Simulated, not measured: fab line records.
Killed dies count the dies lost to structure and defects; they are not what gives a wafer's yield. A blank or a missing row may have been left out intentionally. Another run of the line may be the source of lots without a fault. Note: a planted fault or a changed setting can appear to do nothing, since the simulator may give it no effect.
Chamber matching ; flow nand harc ; NHARC_P_CONTACT_DEP_30 on pecvd-03 has 3 sister chambers
The step deposits SiNx, target thk 30 nm. 3 wafers are shown with their chamber, then 8 later ones without.

== WAFERS, EACH WITH ITS CHAMBER ==
wafer;chamber;heater power w (W)
L387.6;0;729
L388.6;2;752
L389.1;1;774

== WAFERS MISSING THEIR CHAMBER ==
wafer;heater power w (W)
L389.4;787
L389.6;705
L391.1;715
L391.2;781
L391.6;734
L392.2;862
L392.4;655
L392.5;771

== THE CHAMBER EACH PASSED THROUGH ==
wafer;from the rows above;in truth
L389.4;can't be placed: 1 or 2 or 0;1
L389.6;can't be placed: 0 or 2 or 1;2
L391.1;can't be placed: 0 or 2 or 1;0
L391.2;can't be placed: 1 or 2 or 0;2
L391.6;can't be placed: 0 or 2 or 1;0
L392.2;can't be placed: 1 or 2 or 0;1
L392.4;can't be placed: 0 or 2 or 1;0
L392.5;can't be placed: 1 or 2 or 0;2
Placed correctly: 0 of 8. Cannot be placed on the basis of these rows: 8; the candidates contain the true chamber in 8. 0 placed wrongly.
How it was worked out, from the rows above alone: a wafer's distance from a chamber is the root of the sum, over the readings, of the square of ((its reading less the chamber's mean) divided by the reading's scatter). The wafer belongs to the nearest chamber; if the next one is less than 2 further off, it can't be placed. For every chamber, the mean is computed from those of its wafers that are shown. The scatter (one wafer shown for each chamber): square how far every hidden wafer sits from the nearest shown wafer, average those squares and take the square root.
